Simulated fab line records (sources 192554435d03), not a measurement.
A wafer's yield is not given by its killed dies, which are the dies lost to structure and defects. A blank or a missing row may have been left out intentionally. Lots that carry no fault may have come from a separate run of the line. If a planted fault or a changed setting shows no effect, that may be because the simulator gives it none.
Matching of chambers | flow n5 finfet | N5_PMOS_HMC_CHANNEL_EPI_ETCH_38 on rie si-03: 4 sister chambers
The step etches SiO2 in CF4, target depth 1.5 nm. 14 wafers are shown with their chamber, then 7 later ones without.

== WAFERS, EACH WITH ITS CHAMBER ==
wafer  | chamber | drypump motor current A (A) | throttle valve pct (%) | oes product au (a.u.)
L075.3 | 1       | 5.5                         | 21.7                   | 0.931
L075.4 | 2       | 6.5                         | 21.4                   | 0.988
L075.6 | 3       | 5.0                         | 21.3                   | 0.976
L076.1 | 2       | 6.5                         | 21.5                   | 0.999
L076.2 | 1       | 5.6                         | 21.7                   | 0.936
L076.3 | 3       | 5.0                         | 21.3                   | 0.985
L076.4 | 0       | 5.9                         | 21.3                   | 1.029
L076.5 | 2       | 6.5                         | 21.4                   | 1.003
L076.6 | 1       | 5.6                         | 21.7                   | 0.958
L088.1 | 2       | 6.5                         | 21.4                   | 0.975
L088.3 | 0       | 6.0                         | 21.2                   | 1.018
L088.6 | 3       | 5.0                         | 21.3                   | 0.977
L089.3 | 0       | 6.0                         | 21.2                   | 1.017
L089.4 | 3       | 5.0                         | 21.3                   | 0.982

SIGNATURES (means of the wafers above)
reading                 | chamber 0 | chamber 1 | chamber 2 | chamber 3 | scatter within a chamber
drypump motor current A | 5.967     | 5.567     | 6.500     | 5.000     | 0.0365
throttle valve pct      | 21.233    | 21.700    | 21.425    | 21.300    | 0.0376
oes product au          | 1.02133   | 0.94167   | 0.99125   | 0.98000   | 0.0101
Rule: for a wafer and a chamber, the distance is found by dividing, reading by reading, the gap between the wafer's reading and the chamber's mean by the reading's scatter, squaring, summing and taking the root. If the next closest chamber is less than 2 further off than the closest, the wafer can't be placed; otherwise it belongs to the closest. The scatter: take each reading less its chamber's mean, square it, sum over the shown wafers, divide by the number of wafers less the number of chambers, and take the root.

== WAFERS WITH NO CHAMBER GIVEN ==
wafer  | drypump motor current A (A) | throttle valve pct (%) | oes product au (a.u.)
L089.6 | 6.5                         | 21.4                   | 0.980
L090.4 | 5.0                         | 21.3                   | 0.980
L090.5 | 6.0                         | 21.2                   | 1.023
L090.6 | 5.5                         | 21.7                   | 0.939
L097.2 | 6.5                         | 21.4                   | 0.973
L097.3 | 5.0                         | 21.3                   | 0.978
L097.4 | 6.5                         | 21.4                   | 0.972

== THE CHAMBER EACH PASSED THROUGH ==
wafer  | from the rows above | in truth
L089.6 | 2                   | 2
L090.4 | 3                   | 3
L090.5 | 0                   | 0
L090.6 | 1                   | 1
L097.2 | 2                   | 2
L097.3 | 3                   | 3
L097.4 | 2                   | 2
Correct placement for 7 of the 7. Can't be placed from these rows: 0. Number placed wrongly: 0.
